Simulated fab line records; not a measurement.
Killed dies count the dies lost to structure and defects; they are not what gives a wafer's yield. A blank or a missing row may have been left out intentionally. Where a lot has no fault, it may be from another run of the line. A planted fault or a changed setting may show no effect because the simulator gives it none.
fab line records ; flow nand-harc
record lots=6; wafers=18; last-day=26
route steps=1159 shown P_M1@287 END@1159
lots untouched by any fault: they come from a run of this same line in which no faults occurred
start-h: the number of hours between the record's first day and the start of the first shown wafer of the lot ; wait-h: hours since the lot's step before ; " as in the row above ; L1.1+2: one row covering several wafers at once ; - no value present, or no start provided ; * or withheld: withheld ; < > ~ a bound
route shown NAME@n: a module of which the file shows steps, and the number in the route of the first ; usual: mean and standard deviation over wafers with no fault ; same: alike in all rows ; chamber/n: place in a boat ; sites: per-site readings ; _std_site: the values' standard deviation ; _edge_site: outer sites' mean less inner sites' ; radius-mm: how far each site lies from the wafer's centre ; mask NAME#n: copy n ; behind: the tool/chamber that last shaped the wafer ; hold: why the lot was held/for how many hours/how that ended ; device: transistor that didn't switch, given as n, p or np ; end of line: the same wafers' tests at the end of the route ; for a step that has no rows: nothing shown but its recipe ; killed: count of dies lost to structure and defects at first sort (not the wafer's yield) ; map: a wafer's dies, marking killed ones x, the rest . and places with no die _
set.NAME: setting as actually run; set.NAME@STEP: the setting as run at that earlier step ; model.NAME: the simulator's own value behind a step, which no gauge read
lots at selected steps of the route; one table per step, one row per wafer
services: a tool's chamber out of use, with start hour (start-h, from the record's first day; less than 0 if before it), hours out, and reason
## steps
# step NHARC_P_M1_HMDS_02
# recipe time-s=30
# step NHARC_P_M1_COAT_34
# recipe temp-c=200; time-s=65
# step NHARC_P_M1_COAT_03
# recipe spin-rpm=1500; resist-thk-nm=90
# step NHARC_P_M1_SOFTBAKE_04
# recipe temp-c=105; time-s=55
# step NHARC_P_M1_EBR_05
# step NHARC_P_M1_EXPOSE_06
# recipe na=1.35; target-cd-nm=130; dose-mj=81.88; mask-id=P_M1
# step NHARC_P_M1_PEB_07
# recipe peb-temp-c=100; peb-time-s=65
# step NHARC_P_M1_DEVELOP_08
# recipe develop-time-s=35; dev-temp-c=23
# step NHARC_P_M1_CD_MEAS_09
# recipe target-cd-nm=130; landing-energy-ev=500
# usual cd-nm=129.4/0.83
lot.wafer;tool;chamber;start-h;wait-h;cd-nm
L396.2;cd-sem-02;0;196.46;-;129.7
L396.4;cd-sem-02;0;196.46;-;129.2
L396.6;cd-sem-02;0;196.46;-;130.1
L397.3;cd-sem-03;0;210.51;-;129.5
L397.4;cd-sem-03;0;210.51;-;129.6
L397.5;cd-sem-03;0;210.51;-;130.0
L398.3;cd-sem-03;0;211.49;-;130.6
L398.4;cd-sem-03;0;211.49;-;130.7
L398.6;cd-sem-03;0;211.49;-;131.3
L399.2;cd-sem-03;0;220.40;-;127.9
L399.4;cd-sem-03;0;220.40;-;129.8
L399.5;cd-sem-03;0;220.40;-;129.3
L400.1;cd-sem-01;0;225.93;-;128.5
L400.2;cd-sem-01;0;225.93;-;128.8
L400.6;cd-sem-01;0;225.93;-;128.0
L404.3;cd-sem-02;0;245.66;-;128.2
L404.5;cd-sem-02;0;245.66;-;129.4
L404.6;cd-sem-02;0;245.66;-;129.2
# step NHARC_P_M1_OVL_MEAS_10
# recipe pitch-nm=260
# usual overlay-x-nm=0.0/0.64; overlay-y-nm=-0.2/0.86
lot.wafer;tool;chamber;start-h;wait-h;overlay-x-nm;overlay-y-nm
L396.2;overlay-01;-;196.55;-;0.4;1.5
L396.4;overlay-01;-;196.55;-;0.2;0.5
L396.6;overlay-01;-;196.55;-;0.4;0.1
L397.3;overlay-02;-;210.59;-;0.2;-1.5
L397.4;overlay-02;-;210.59;-;-0.6;-1.8
L397.5;overlay-02;-;210.59;-;-0.3;-1.3
L398.3;overlay-02;-;211.59;-;-0.8;0.2
L398.4;overlay-02;-;211.59;-;-0.5;0.6
L398.6;overlay-02;-;211.59;-;-0.9;0.3
L399.2;overlay-01;-;220.48;-;0.4;0.6
L399.4;overlay-01;-;220.48;-;0.3;0.2
L399.5;overlay-01;-;220.48;-;0.3;0.9
L400.1;overlay-02;-;226.02;-;0.8;0.5
L400.2;overlay-02;-;226.02;-;0.4;1.5
L400.6;overlay-02;-;226.02;-;0.8;0.6
L404.3;overlay-01;-;245.75;-;0.7;-0.9
L404.5;overlay-01;-;245.75;-;0.5;-0.8
L404.6;overlay-01;-;245.75;-;1.0;-0.6
# step NHARC_P_M1_INSPECT_11
# usual raw-defect-count=3.8/2.2
lot.wafer;tool;chamber;start-h;wait-h;raw-defect-count
L396.2;defect-inspect-02;-;196.58;0.0;2
L396.4;defect-inspect-02;-;196.58;0.0;4
L396.6;defect-inspect-02;-;196.58;0.0;3
L397.3;defect-inspect-01;-;210.63;0.0;2
L397.4;defect-inspect-01;-;210.63;0.0;5
L397.5;defect-inspect-01;-;210.63;0.0;3
L398.3;defect-inspect-02;-;211.63;0.0;2
L398.4;defect-inspect-02;-;211.63;0.0;3
L398.6;defect-inspect-02;-;211.63;0.0;4
L399.2;defect-inspect-02;-;220.52;0.0;1
L399.4;defect-inspect-02;-;220.52;0.0;6
L399.5;defect-inspect-02;-;220.52;0.0;3
L400.1;defect-inspect-02;-;226.06;0.0;5
L400.2;defect-inspect-02;-;226.06;0.0;0
L400.6;defect-inspect-02;-;226.06;0.0;3
L404.3;defect-inspect-01;-;245.78;0.0;4
L404.5;defect-inspect-01;-;245.78;0.0;7
L404.6;defect-inspect-01;-;245.78;0.0;5
# step NHARC_P_M1_DESCUM_14
# recipe time-s=3; o2-flow-sccm=200; ar-flow-sccm=0; bias-power-w=0; chemistry=O2
# usual chamber-pressure-mTorr=60.00/0.052; drypump-motor-current-A=5.8/0.43; o2-flow-sccm=200.0/0.58; oes-product-au=0.995/0.013; rf-vpp-V=57.8/0.85; showerhead-plenum-p-Torr=1.93/0.08; throttle-valve-pct=11.311/0.0089
lot.wafer;tool;chamber;start-h;wait-h;chamber-pressure-mTorr;drypump-motor-current-A;o2-flow-sccm;oes-product-au;rf-hours-counter-h;rf-vpp-V;showerhead-plenum-p-Torr;throttle-valve-pct
L396.4;rie-diel-09;1;196.67;0.1;59.98;6.6;200.5;0.974;7;58.7;1.98;11.302
L396.2;rie-diel-09;2;196.67;0.1;59.91;6.2;200.1;0.971;8;57.6;2.03;11.316
L396.6;rie-diel-09;1;196.67;0.1;60.04;6.6;199.7;0.968;-;57.5;1.98;11.309
L397.4;rie-diel-02;3;210.70;0.1;59.95;6.1;199.9;0.979;1;57.8;1.80;11.309
L397.3;rie-diel-02;0;210.70;0.1;59.94;5.7;200.7;1.011;1;59.0;1.95;11.320
L397.5;rie-diel-02;2;210.70;0.1;59.98;5.4;199.5;0.976;-;57.2;1.89;11.324
L398.4;rie-diel-09;1;211.72;0.1;60.00;6.5;200.5;0.981;-;58.2;1.98;11.307
L398.3;rie-diel-09;0;211.72;0.1;60.01;5.3;200.0;0.986;-;57.7;2.00;11.285
L398.6;rie-diel-09;0;211.72;0.1;60.08;5.3;200.3;0.980;-;58.7;2.00;11.305
L399.4;rie-diel-02;3;220.59;0.1;60.01;6.1;201.0;0.989;2;58.5;1.80;11.312
L399.2;rie-diel-02;1;220.59;0.1;60.03;6.2;200.5;1.009;1;57.2;1.87;11.309
L399.5;rie-diel-02;2;220.59;0.1;59.99;5.4;201.0;0.993;-;57.4;1.89;11.316
L400.1;rie-diel-05;1;226.13;0.1;60.05;6.3;199.2;1.009;2;58.3;2.03;11.308
L400.2;rie-diel-05;2;226.13;0.1;59.95;6.4;199.0;1.003;2;58.7;1.98;11.322
L400.6;rie-diel-05;0;226.13;0.1;59.93;5.6;199.6;1.020;-;57.2;1.81;11.306
L404.3;rie-diel-02;0;245.84;0.1;60.01;5.7;199.9;1.001;2;58.7;1.95;11.321
L404.5;rie-diel-02;0;245.84;0.1;59.99;5.6;199.6;1.003;-;57.5;1.95;11.303
L404.6;rie-diel-02;1;245.84;0.1;59.92;6.2;199.7;1.014;-;58.0;1.87;11.325
# step NHARC_P_M1_ETCH_35
# recipe target-depth-a=400; overetch-a=120; time-s=43.94; ion-energy-ev=200; n2-flow-sccm=150; h2-flow-sccm=150; ar-flow-sccm=0; rf-w=400; bias-w=150; chemistry=N2/H2
# usual bias-w=150.0/0.41; chamber-pressure-mTorr=29.997/0.028; drypump-motor-current-A=5.8/0.44; oes-product-au=0.996/0.013; rf-vpp-V=431.1/2.5; showerhead-plenum-p-Torr=2.06/0.086; throttle-valve-pct=14.170/0.0087
lot.wafer;tool;chamber;start-h;wait-h;bias-w;chamber-pressure-mTorr;drypump-motor-current-A;oes-product-au;rf-hours-counter-h;rf-vpp-V;showerhead-plenum-p-Torr;throttle-valve-pct
L396.2;rie-diel-09;0;196.75;0.1;150.4;30.065;5.3;0.995;7;432.9;2.13;14.163
L396.4;rie-diel-09;2;196.75;0.1;150.0;30.011;6.2;0.980;8;434.8;2.16;14.175
L396.6;rie-diel-09;1;196.75;0.1;150.0;29.978;6.6;0.981;-;433.3;2.12;14.176
L397.4;rie-diel-02;0;210.78;0.1;149.6;29.991;5.7;1.006;1;430.5;2.08;14.167
L397.3;rie-diel-02;1;210.78;0.1;149.7;29.970;6.1;1.001;1;429.6;2.00;14.167
L397.5;rie-diel-02;1;210.78;0.1;149.6;30.037;6.2;0.998;-;430.2;2.00;14.178
L398.4;rie-diel-09;0;211.84;0.1;-;-;-;-;-;-;-;-
L398.3;rie-diel-09;1;211.84;0.1;-;-;-;-;-;-;-;-
L398.6;rie-diel-09;0;211.84;0.1;-;-;-;-;-;-;-;-
L399.4;rie-diel-02;0;220.67;0.1;-;-;-;-;-;-;-;-
L399.2;rie-diel-02;2;220.67;0.1;-;-;-;-;-;-;-;-
L399.5;rie-diel-02;3;220.67;0.1;-;-;-;-;-;-;-;-
L400.2;rie-diel-05;3;226.22;0.1;150.2;30.002;5.0;1.014;2;433.2;2.13;14.192
L400.1;rie-diel-05;0;226.22;0.1;149.8;29.999;5.6;1.029;2;429.0;1.93;14.169
L400.6;rie-diel-05;2;226.22;0.1;150.8;30.064;6.3;0.999;-;433.5;2.12;14.171
L404.3;rie-diel-02;2;245.94;0.1;150.2;30.045;5.4;0.973;2;427.4;2.01;14.175
L404.6;rie-diel-02;0;245.94;0.1;150.3;29.987;5.7;1.002;-;431.3;2.08;14.180
L404.5;rie-diel-02;1;245.94;0.1;150.1;29.998;6.2;1.013;-;429.2;2.00;14.172
# step NHARC_P_M1_ETCH_15
# recipe target-depth-a=1825; time-s=91.2; c4f8-flow-sccm=withheld; ar-flow-sccm=400; rf-w=600; bias-w=300; chemistry=C4F8/Ar
# usual bias-w=300.0/0.89; chamber-pressure-mTorr=24.997/0.022; oes-product-au=0.954/0.02; rf-vpp-V=441.4/2.5
lot.wafer;tool;chamber;start-h;wait-h;bias-w;chamber-pressure-mTorr;oes-product-au;rf-hours-counter-h;rf-vpp-V
L396.4;rie-diel-09;3;-;-;298.3;25.017;0.975;7;443.3
L396.2;rie-diel-09;0;-;-;299.4;24.984;0.963;7;443.2
L396.6;rie-diel-09;1;-;-;299.5;25.025;0.942;-;442.4
L397.3;rie-diel-02;3;-;-;300.4;24.973;0.898;1;437.5
L397.4;rie-diel-02;1;-;-;299.0;25.005;0.925;1;439.7
L397.5;rie-diel-02;2;-;-;298.3;24.993;0.909;-;440.3
L398.4;rie-diel-09;1;211.98;0.1;299.0;24.999;0.938;-;443.4
L398.3;rie-diel-09;0;211.98;0.1;299.9;24.998;0.933;-;444.6
L398.6;rie-diel-09;1;211.98;0.1;299.5;24.968;0.935;-;443.6
L399.2;rie-diel-02;2;220.76;0.1;300.2;24.974;0.955;1;439.5
L399.4;rie-diel-02;3;220.76;0.1;300.9;24.970;0.936;2;437.7
L399.5;rie-diel-02;2;220.76;0.1;301.8;25.007;0.947;-;441.2
L400.2;rie-diel-05;0;-;-;300.1;24.990;0.981;2;437.4
L400.1;rie-diel-05;3;-;-;299.0;25.000;0.986;2;443.4
L400.6;rie-diel-05;1;-;-;299.9;25.001;0.957;-;445.1
L404.3;rie-diel-02;3;-;-;299.0;24.956;0.956;3;435.7
L404.5;rie-diel-02;0;-;-;299.7;25.005;0.970;-;441.4
L404.6;rie-diel-02;1;-;-;299.8;24.996;0.966;-;439.3
# step NHARC_END_SORT_01
# recipe temp-c=25
# usual defect-limited-yield=95.4/1.7; killed-at-array=27/12; killed-at-other=0.9/1.1; killed-at-periphery=3.2/2.4; killed-dies=31/12; killed-open=3.3/1.7; killed-short=2.0/1.6; sort_bin_2_pct=1.5/0.74; sort_bin_3_pct=0.25/0.22; sort_bin_4_pct=2.9/1.1; sort-n-pass=646/12; sort-rim-yield-pct=97.2/1.8; sort-yield-pct=95.4/1.7
# same gross-dies=677; sort_bin_5_pct[%]=0; sort_bin_6_pct[%]=0; sort_bin_7_pct[%]=0; sort_bin_8_pct[%]=0; sort-rim-n-gross=106.00
lot.wafer;tool;chamber;start-h;wait-h;defect-limited-yield[%];killed-at-array;killed-at-other;killed-at-periphery;killed-dies;killed-open;killed-short;sort_bin_2_pct[%];sort_bin_3_pct[%];sort_bin_4_pct[%];sort-n-pass;sort-rim-yield-pct[%];sort-yield-pct[%]
L396.2;prober-01;0;579.92;2.8;96.9;19;1;1;21;2;2;1.3;0.15;1.6;656;100.0;96.9
L396.4;prober-01;0;581.54;3.4;94.5;35;0;2;37;4;4;1.2;0.44;3.8;640;97.2;94.5
L396.6;prober-01;0;583.15;4.0;95.9;26;1;1;28;3;2;1.5;0.15;2.5;649;99.1;95.9
L397.3;prober-01;0;588.50;3.1;95.1;29;4;0;33;2;0;1.6;0.74;2.5;644;96.2;95.1
L397.4;prober-01;0;589.30;3.4;96.5;23;1;0;24;2;1;0.9;0.15;2.5;653;100.0;96.5
L397.5;prober-01;0;590.10;3.7;94.8;32;1;2;35;2;2;2.1;0.30;2.8;642;100.0;94.8
L398.3;prober-02;0;596.30;3.1;0;27;2;648;677;1;1;97.2;0.30;2.5;0;0;0
L398.4;prober-02;0;597.10;3.4;0;35;1;641;677;4;5;96.5;0.44;3.1;0;0;0
L398.6;prober-02;0;598.70;4.0;0;33;0;644;677;3;6;97.0;0.59;2.4;0;0;0
L399.2;prober-02;0;603.28;2.8;0;25;3;649;677;1;0;97.0;0.15;2.8;0;0;0
L399.4;prober-02;0;604.87;3.4;0;27;0;650;677;3;2;97.5;0;2.5;0;0;0
L399.5;prober-02;0;605.67;3.7;0;33;2;642;677;4;0;95.7;0.30;4.0;0;0;0
L404.3;prober-02;0;611.89;3.1;95.0;29;0;5;34;3;3;1.6;0.44;3.0;643;98.1;95.0
L404.5;prober-02;0;613.51;3.7;93.6;39;0;4;43;7;0;1.9;0.30;4.1;634;97.2;93.6
L404.6;prober-02;0;614.32;4.1;95.6;25;0;5;30;3;1;1.5;0.15;2.8;647;98.1;95.6
# killed by level:class
L396.2 A_CHANNEL_HOLE_D1:chamber-film-flake=15 A_WL_FILL:geometric-particle:short=2 P_CONTACT:geometric-particle:open=1 A_BLC:geometric-particle:open=1 A_CONTACT:chamber-film-flake=1 THIN_TSV:chamber-film-flake=1
L396.4 A_CHANNEL_HOLE_D1:chamber-film-flake=23 A_CONTACT:geometric-particle:open=3 A_CONTACT:chamber-film-flake=3 A_STAIRCASE:chamber-film-flake=2 P_GATE:geometric-particle:short=1 P_M0:geometric-particle:short=1 A_CHANNEL_HOLE_D1:geometric-particle:open=1 A_BLC:geometric-particle:short=1
L396.6 A_CHANNEL_HOLE_D1:chamber-film-flake=19 A_SGD_CUT:geometric-particle:open=2 A_STAIRCASE:chamber-film-flake=2 A_CONTACT:chamber-film-flake=2 P_M0:geometric-particle:open=1 A_CONTACT:geometric-particle:short=1 STARTING-WAFER:geometric-particle:short=1
L397.3 A_SLIT:chamber-film-flake=15 A_CHANNEL_HOLE_D1:chamber-film-flake=5 THIN_TSV:chamber-film-flake=4 A_STAIRCASE:chamber-film-flake=3 A_SGD_CUT:geometric-particle:open=1 A_CONTACT:geometric-particle:open=1 A_WL_FILL:chamber-film-flake=1 A_CONTACT:chamber-film-flake=1
L397.4 A_SLIT:chamber-film-flake=9 A_CHANNEL_HOLE_D1:chamber-film-flake=6 A_STAIRCASE:chamber-film-flake=2 A_ONON_D1:geometric-particle:open=1 A_CHANNEL_FILL_D1:geometric-particle:short=1 A_M0:geometric-particle:open=1 A_CONTACT:chamber-film-flake=1 A_BLC:chamber-film-flake=1
L397.5 A_SLIT:chamber-film-flake=15 A_CHANNEL_HOLE_D1:chamber-film-flake=10 A_ONON_D1:geometric-particle:short=2 A_CONTACT:chamber-film-flake=2 P_GATE:geometric-particle:open=1 A_ONON_D1:geometric-particle:open=1 P_STI:chamber-film-flake=1 A_STAIRCASE:chamber-film-flake=1
L398.3 P_M1:area-etch=648 A_CHANNEL_HOLE_D1:chamber-film-flake=21 A_CONTACT:chamber-film-flake=4 A_CHANNEL_HOLE_D1:geometric-particle:open=1 A_WL_FILL:geometric-particle:short=1 HYBRID_BOND:chamber-film-flake=1 THIN_TSV:chamber-film-flake=1
L398.4 P_M1:area-etch=640 A_CHANNEL_HOLE_D1:chamber-film-flake=24 A_STAIRCASE:chamber-film-flake=3 A_ONON_D1:geometric-particle:short=2 A_WL_FILL:geometric-particle:open=2 P_GATE:geometric-particle:open=1 A_CHANNEL_FILL_D1:geometric-particle:short=1 A_CONTACT:geometric-particle:open=1
L398.6 P_M1:area-etch=644 A_CHANNEL_HOLE_D1:chamber-film-flake=18 A_STAIRCASE:chamber-film-flake=5 A_ONON_D1:geometric-particle:short=2 A_STAIRCASE:geometric-particle:short=1 A_SGD_CUT:geometric-particle:short=1 A_SGD_CUT:geometric-particle:open=1 A_WL_FILL:geometric-particle:short=1
L399.2 P_M1:area-etch=645 A_SLIT:chamber-film-flake=16 A_CONTACT:chamber-film-flake=4 A_CHANNEL_HOLE_D1:chamber-film-flake=4 P_M2:chamber-film-flake=3 THIN_TSV:chamber-film-flake=3 P_M0:geometric-particle:open=1 A_ZERO_WELL:chamber-film-flake=1
L399.4 P_M1:area-etch=647 A_SLIT:chamber-film-flake=14 A_CHANNEL_HOLE_D1:chamber-film-flake=3 A_ZERO_WELL:chamber-film-flake=2 A_STAIRCASE:chamber-film-flake=2 A_CONTACT:chamber-film-flake=2 P_GATE:geometric-particle:open=1 P_M1:geometric-particle:open=1
L399.5 P_M1:area-etch=636 A_SLIT:chamber-film-flake=16 A_CONTACT:chamber-film-flake=6 A_CHANNEL_HOLE_D1:chamber-film-flake=5 P_M0:geometric-particle:open=2 P_ZERO_WELL:chamber-film-flake=2 A_STAIRCASE:chamber-film-flake=2 THIN_TSV:chamber-film-flake=2
L404.3 A_CHANNEL_HOLE_D1:chamber-film-flake=20 P_M0:geometric-particle:open=3 A_STAIRCASE:chamber-film-flake=3 A_ZERO_WELL:chamber-film-flake=2 A_CONTACT:chamber-film-flake=2 P_M0:geometric-particle:short=1 P_M2:geometric-particle:short=1 A_CHANNEL_FILL_D1:geometric-particle:short=1
L404.5 A_CHANNEL_HOLE_D1:chamber-film-flake=26 A_STAIRCASE:chamber-film-flake=4 A_ONON_D1:geometric-particle:open=2 A_M1:chamber-film-flake=2 P_M0:geometric-particle:open=1 P_M2:geometric-particle:open=1 A_SOURCE_PLATE:geometric-particle:open=1 A_WL_FILL:geometric-particle:open=1
L404.6 A_CHANNEL_HOLE_D1:chamber-film-flake=17 P_GATE:chamber-film-flake=3 A_SOURCE_PLATE:geometric-particle:open=2 A_ZERO_WELL:chamber-film-flake=2 A_CONTACT:chamber-film-flake=2 P_CONTACT:geometric-particle:open=1 A_CHANNEL_FILL_D1:geometric-particle:short=1 P_ZERO_WELL:chamber-film-flake=1
# map L398.3 (x killed, . not)
____________x____________
_________xxxxxxx_________
_______xxxxxxxxxxx_______
______xxxxxxxxxxxxx______
_____xxxxxxxxxxxxxxx_____
____xxxxxxxxxxxxxxxxx____
____xxxxxxxxxxxxxxxxx____
___xxxxxxxxxxxxxxxxxxx___
___xxxxxxxxxxxxxxxxxxx___
__xxxxxxxxxxxxxxxxxxxxx__
__xxxxxxxxxxxxxxxxxxxxx__
_xxxxxxxxxxxxxxxxxxxxxxx_
_xxxxxxxxxxxxxxxxxxxxxxx_
_xxxxxxxxxxxxxxxxxxxxxxx_
_xxxxxxxxxxxxxxxxxxxxxxx_
_xxxxxxxxxxxxxxxxxxxxxxx_
xxxxxxxxxxxxxxxxxxxxxxxxx
xxxxxxxxxxxxxxxxxxxxxxxxx
xxxxxxxxxxxxxxxxxxxxxxxxx
xxxxxxxxxxxxxxxxxxxxxxxxx
xxxxxxxxxxxxxxxxxxxxxxxxx
_xxxxxxxxxxxxxxxxxxxxxxx_
_xxxxxxxxxxxxxxxxxxxxxxx_
_xxxxxxxxxxxxxxxxxxxxxxx_
_xxxxxxxxxxxxxxxxxxxxxxx_
_xxxxxxxxxxxxxxxxxxxxxxx_
__xxxxxxxxxxxxxxxxxxxxx__
__xxxxxxxxxxxxxxxxxxxxx__
___xxxxxxxxxxxxxxxxxxx___
___xxxxxxxxxxxxxxxxxxx___
____xxxxxxxxxxxxxxxxx____
____xxxxxxxxxxxxxxxxx____
_____xxxxxxxxxxxxxxx_____
______xxxxxxxxxxxxx______
_______xxxxxxxxxxx_______
_________xxxxxxx_________
____________x____________
# map L399.2 (x killed, . not)
____________x____________
_________xxxxxxx_________
_______xxxxxxxxxxx_______
______xxxxxxxxxxxxx______
_____xxxxxxxxxxxxxxx_____
____xxxxxxxxxxxxxxxxx____
____xxxxxxxxxxxxxxxxx____
___xxxxxxxxxxxxxxxxxxx___
___xxxxxxxxxxxxxxxxxxx___
__xxxxxxxxxxxxxxxxxxxxx__
__xxxxxxxxxxxxxxxxxxxxx__
_xxxxxxxxxxxxxxxxxxxxxxx_
_xxxxxxxxxxxxxxxxxxxxxxx_
_xxxxxxxxxxxxxxxxxxxxxxx_
_xxxxxxxxxxxxxxxxxxxxxxx_
_xxxxxxxxxxxxxxxxxxxxxxx_
xxxxxxxxxxxxxxxxxxxxxxxxx
xxxxxxxxxxxxxxxxxxxxxxxxx
xxxxxxxxxxxxxxxxxxxxxxxxx
xxxxxxxxxxxxxxxxxxxxxxxxx
xxxxxxxxxxxxxxxxxxxxxxxxx
_xxxxxxxxxxxxxxxxxxxxxxx_
_xxxxxxxxxxxxxxxxxxxxxxx_
_xxxxxxxxxxxxxxxxxxxxxxx_
_xxxxxxxxxxxxxxxxxxxxxxx_
_xxxxxxxxxxxxxxxxxxxxxxx_
__xxxxxxxxxxxxxxxxxxxxx__
__xxxxxxxxxxxxxxxxxxxxx__
___xxxxxxxxxxxxxxxxxxx___
___xxxxxxxxxxxxxxxxxxx___
____xxxxxxxxxxxxxxxxx____
____xxxxxxxxxxxxxxxxx____
_____xxxxxxxxxxxxxxx_____
______xxxxxxxxxxxxx______
_______xxxxxxxxxxx_______
_________xxxxxxx_________
____________x____________
## services
tool;chamber;start-h;hours;kind
rie-diel-05;3;180.60;3.5;repair
rie-diel-09;0;184.12;-;clean
rie-diel-09;1;184.12;-;clean
rie-diel-09;2;184.12;-;clean
rie-diel-09;3;184.12;-;clean
rie-diel-02;0;184.23;-;clean
rie-diel-02;1;184.23;-;clean
rie-diel-02;2;184.23;-;clean
rie-diel-02;3;184.23;-;clean
rie-diel-09;2;203.33;9.9;repair
rie-diel-09;3;205.37;12.2;repair
rie-diel-09;0;208.62;-;clean
rie-diel-09;1;208.62;-;clean
rie-diel-02;0;208.73;-;clean
rie-diel-02;1;208.73;-;clean
rie-diel-02;2;208.73;-;clean
rie-diel-02;3;208.73;-;clean
rie-diel-09;0;233.12;-;clean
rie-diel-09;1;233.12;-;clean
rie-diel-02;0;233.24;-;clean
rie-diel-02;1;233.24;-;clean
rie-diel-02;2;233.24;-;clean
rie-diel-02;3;233.24;-;clean
rie-diel-05;0;246.01;4.7;repair
## key
first-sign step=NHARC_P_M1_ETCH_35; reading=tool-record; direction=missing
effect step=NHARC_END_SORT_01; reading=killed-at-periphery; direction=up; sigmas=99+; usual=3.2; struck=645.7
more-kills-born-at NHARC_P_M1_ETCH_35@rie-diel-09=1932; NHARC_P_M1_ETCH_35@rie-diel-02=1928
met-at NHARC_P_M1_ETCH_35
struck-wafers L398.3,L398.4,L398.6,L399.2,L399.4,L399.5
later-rows-left-out L398.3,L398.4,L398.6,L399.2,L399.4,L399.5
onset-between 210.78 211.84
fault kind=skipped-step-whole; tool=rie-diel-02,rie-diel-09; chamber=-; onset-h=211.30; steps=NHARC_P_M1_ETCH_35; scope=struck-lots-only
# later-rows-left-out: the simulator's readings of these wafers behind a module that went badly wrong aren't trusted and aren't shown, but for the sort
